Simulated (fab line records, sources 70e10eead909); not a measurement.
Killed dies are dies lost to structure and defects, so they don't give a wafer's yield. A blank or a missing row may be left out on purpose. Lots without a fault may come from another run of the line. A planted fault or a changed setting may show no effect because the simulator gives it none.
Which tool did it? | flow nand_harc | 12 lots, 36 wafers sampled, at 5 steps of a route of 1302

WHAT THE GAUGES READ, wafer by wafer
NHARC_A_CONTACT_CD_MEAS_80.
lot  | measured     | on        | cd_nm (nm)
L075 | day 23 03:32 | cd_sem-01 | 290.4 289.2 290.8
L077 | day 23 06:08 | cd_sem-02 | 289.6 289.3 288.9
L079 | day 23 21:36 | cd_sem-01 | 290.4 290.2 290.6
L082 | day 25 04:10 | cd_sem-01 | 288.6 289.3 289.7
L085 | day 26 02:34 | cd_sem-02 | 288.8 289.3 290.2
L083 | day 26 16:40 | cd_sem-01 | 289.8 289.1 289.4
L087 | day 27 10:11 | cd_sem-02 | 289.7 289.1 288.7
L091 | day 28 12:01 | cd_sem-01 | 287.9 288.0 287.8
L088 | day 28 17:41 | cd_sem-01 | 288.1 288.1 288.0
L093 | day 30 02:30 | cd_sem-01 | 290.2 289.5 289.7
L095 | day 30 19:49 | cd_sem-01 | 288.3 288.9 288.3
L097 | day 31 11:28 | cd_sem-03 | 289.2 289.5 289.4

WHICH TOOL RAN EACH LOT (tool, then ch and the chambers of the sampled wafers, then the start)
lot  | NHARC_A_CONTACT_ETCH_118             | NHARC_A_CONTACT_ETCH_96                       | NHARC_A_CONTACT_ETCH_125             | NHARC_A_CONTACT_ETCH_91
L075 | har_cap_etch-01 ch 0,1, day 22 13:18 | rie_diel-10 ch 0,2, day 23 01:11 or earlier   | har_cap_etch-03 ch 0,1, day 23 01:11 | rie_diel-10 ch 0,1,2, day 23 03:20
L077 | har_cap_etch-02 ch 0,1, day 22 14:49 | rie_diel-07 ch 0,1,2, day 23 03:46 or earlier | har_cap_etch-02 ch 0,1, day 23 03:46 | rie_diel-10 ch 0,1,2, day 23 05:57
L079 | har_cap_etch-01 ch 0,1, day 23 10:16 | rie_diel-10 ch 0,1,3, day 23 19:12 or earlier | har_cap_etch-03 ch 1, day 23 19:12   | rie_diel-07 ch 2,3, day 23 21:23
L082 | har_cap_etch-02 ch 0,1, day 24 16:53 | rie_diel-10 ch 1,3, day 25 01:49 or earlier   | har_cap_etch-01 ch 0,1, day 25 01:49 | rie_diel-10 ch 0,2,3, day 25 03:57
L085 | har_cap_etch-03 ch 0,1, day 25 15:26 | rie_diel-10 ch 0,1,3, day 26 00:11 or earlier | har_cap_etch-01 ch 0,1, day 26 00:11 | rie_diel-07 ch 1,2,3, day 26 02:23
L083 | har_cap_etch-03 ch 0,1, day 26 01:45 | rie_diel-01 ch 2,3, day 26 14:18 or earlier   | har_cap_etch-01 ch 0,1, day 26 14:18 | rie_diel-10 ch 0,1,2, day 26 16:27
L087 | har_cap_etch-02 ch 0,1, day 26 22:38 | rie_diel-10 ch 1,2,3, day 27 07:51 or earlier | har_cap_etch-02 ch 0,1, day 27 07:51 | rie_diel-10 ch 0,2,3, day 27 10:00
L091 | har_cap_etch-03 ch 0,1, day 27 22:37 | rie_diel-10 ch 0,1,2, day 28 09:36 or earlier | har_cap_etch-01 ch 0,1, day 28 09:36 | rie_diel-01 ch 0,1,3, day 28 11:49
L088 | har_cap_etch-02 ch 0,1, day 28 04:34 | rie_diel-10 ch 1,2, day 28 15:20 or earlier   | har_cap_etch-03 ch 0,1, day 28 15:20 | rie_diel-10 ch 0,3, day 28 17:28
L093 | har_cap_etch-01 ch 0,1, day 29 14:25 | rie_diel-07 ch 0,1,3, day 30 00:08 or earlier | har_cap_etch-01 ch 0,1, day 30 00:08 | rie_diel-01 ch 2,3, day 30 02:17
L095 | har_cap_etch-03 ch 0,1, day 30 05:25 | rie_diel-10 ch 0,2, day 30 08:08              | har_cap_etch-01 ch 0,1, day 30 17:26 | rie_diel-10 ch 0,2,3, day 30 19:37
L097 | har_cap_etch-02 ch 0, day 31 00:04   | rie_diel-07 ch 0,2, day 31 09:05 or earlier   | har_cap_etch-02 ch 0,1, day 31 09:05 | rie_diel-10 ch 2,3, day 31 11:16
- NHARC_A_CONTACT_ETCH_118: etches the open film in C4F8/O2/Ar, time 190 s, target depth 1850 nm.
- NHARC_A_CONTACT_ETCH_96: etches the open film in C4F6/O2, target depth 20 nm, time 10 s.
- NHARC_A_CONTACT_ETCH_125: etches the open film in C4F8/O2/Ar, time 197 s, target depth 1918 nm.
- NHARC_A_CONTACT_ETCH_91: etches the open film in CH3F/O2, target depth 40 nm, time 85.7 s.

THE ANSWER, worked out from the rows above alone
Rule: what is usual is taken from the lots themselves. Put in order of their means at a reading, lots are off if they are a third of the lots or fewer, leave a main group of 4 or more, and stand apart from it by a gap of 3 or more times the standard deviation of the main group's means; of several such gaps the widest counts. A main group whose means are all the same, to the digits that the tables above print for the reading, isn't used. A lot without any number at a reading at which 4 lots or more have one is off too. The other lots that the step has rows for count as sound.
No lot is off at any reading shown: from this, nothing can be told.

WHAT THE SIMULATOR HAD PUT IN
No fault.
